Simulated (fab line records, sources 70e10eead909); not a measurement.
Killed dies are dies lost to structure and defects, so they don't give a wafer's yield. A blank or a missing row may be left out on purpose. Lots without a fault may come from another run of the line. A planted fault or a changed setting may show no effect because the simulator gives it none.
Chamber matching | flow nand_harc | NHARC_A_STAIRCASE_DEP_156 on pecvd-04: 3 sister chambers
The step deposits SiNx, target thk 50 nm. 14 wafers are shown with their chamber, then 7 later ones without.

WAFERS WITH THEIR CHAMBER
wafer  | chamber | heater_power_w (W) | susceptor_temp_C (C) | rf_fwd_power_W (W)
L074.1 | 2       | 626                | 400.07               | 449.2
L074.5 | 1       | 717                | 399.55               | 449.2
L074.6 | 2       | 622                | 400.08               | 448.6
L080.2 | 1       | 785                | 400.34               | 447.6
L080.5 | 0       | 564                | 400.21               | 448.3
L080.6 | 1       | 774                | 400.22               | 448.4
L082.1 | 1       | 731                | 399.97               | 448.9
L082.3 | 0       | 703                | 400.14               | 446.8
L082.5 | 1       | 718                | 399.62               | 450.8
L086.1 | 1       | 685                | 399.99               | 446.1
L086.3 | 2       | 545                | 400.07               | 446.5
L086.6 | 1       | 718                | 400.37               | 446.4
L088.1 | 0       | 629                | 400.23               | 449.3
L088.3 | 1       | 757                | 400.16               | 449.4

SIGNATURES (means of the wafers above)
reading          | chamber 0 | chamber 1 | chamber 2 | scatter within a chamber
heater_power_w   | 632.00    | 735.62    | 597.67    | 44.5
susceptor_temp_C | 400.1933  | 400.0275  | 400.0733  | 0.247
rf_fwd_power_W   | 448.133   | 448.350   | 448.100   | 1.5
Rule: a wafer's distance from a chamber is the root of the sum, over the readings, of the square of ((its reading less the chamber's mean) divided by the reading's scatter). The wafer belongs to the nearest chamber; if the next one is less than 2 further off, it can't be placed. The scatter: the root of (the sum of the squares of (reading less its chamber's mean) over the shown wafers, divided by (wafers less chambers)).

WAFERS WITHOUT THEIR CHAMBER
wafer  | heater_power_w (W) | susceptor_temp_C (C) | rf_fwd_power_W (W)
L088.4 | 758                | 400.11               | 447.1
L090.2 | 597                | 400.10               | 450.6
L090.4 | 580                | 400.32               | 449.9
L090.6 | 806                | 399.88               | 450.3
L092.2 | 645                | 400.00               | 448.9
L092.3 | 594                | 399.96               | 447.8
L092.5 | 774                | 400.22               | 448.7

WHICH CHAMBER EACH WENT THROUGH
wafer  | from the rows above          | in truth
L088.4 | can't be placed: 1 or 0      | 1
L090.2 | can't be placed: 2 or 0 or 1 | 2
L090.4 | can't be placed: 2 or 0      | 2
L090.6 | 1                            | 1
L092.2 | can't be placed: 0 or 2 or 1 | 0
L092.3 | can't be placed: 2 or 0      | 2
L092.5 | 1                            | 1
Placed correctly: 2 of 7. Can't be placed from these rows: 5 (the true chamber is among the candidates in 5). Placed wrongly: 0.
